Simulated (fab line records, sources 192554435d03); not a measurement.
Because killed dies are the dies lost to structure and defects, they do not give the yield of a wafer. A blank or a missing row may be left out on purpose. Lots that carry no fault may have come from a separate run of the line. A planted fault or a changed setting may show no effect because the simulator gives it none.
Matching of chambers    flow n5-finfet    N5_FIN_CUT_CUT_ETCH_26 on rie-diel-04: 4 sister chambers
The step etches SiNx in CH3F/O2, target depth 39 nm, time 55.7 s. 4 wafers are shown with their chamber, then 12 later ones without.

## WAFERS PAIRED WITH THEIR CHAMBERS
wafer   chamber  drypump-motor-current-A (A)
L091.2  0        5.3
L092.2  2        4.7
L092.4  1        5.6
L092.6  3        6.4

## WAFERS MISSING THEIR CHAMBER
wafer   drypump-motor-current-A (A)
L093.1  5.6
L093.5  4.7
L093.6  5.7
L095.1  4.8
L095.2  6.4
L095.4  4.7
L096.1  4.8
L096.3  6.4
L096.5  4.7
L097.1  4.8
L097.4  6.4
L097.5  6.4

## WHICH CHAMBER EACH ONE RAN IN
wafer   from the rows above  in truth
L093.1  1                    1
L093.5  2                    2
L093.6  1                    1
L095.1  2                    2
L095.2  3                    3
L095.4  2                    2
L096.1  2                    2
L096.3  3                    3
L096.5  2                    2
L097.1  2                    2
L097.4  3                    3
L097.5  3                    3
Correctly placed: 12 of 12. From these rows, 0 cannot be placed. Wrongly placed: 0.
How it was worked out, from the rows above alone: a wafer's distance from a chamber is the root of the sum, over the readings, of the square of ((its reading less the chamber's mean) divided by the reading's scatter). If the next closest chamber is less than 2 further off than the closest, the wafer can't be placed; otherwise it belongs to the closest. The mean given for a chamber averages the wafers shown for that chamber. The scatter (one wafer shown for each chamber): square how far every hidden wafer sits from the nearest shown wafer, average those squares and take the square root.
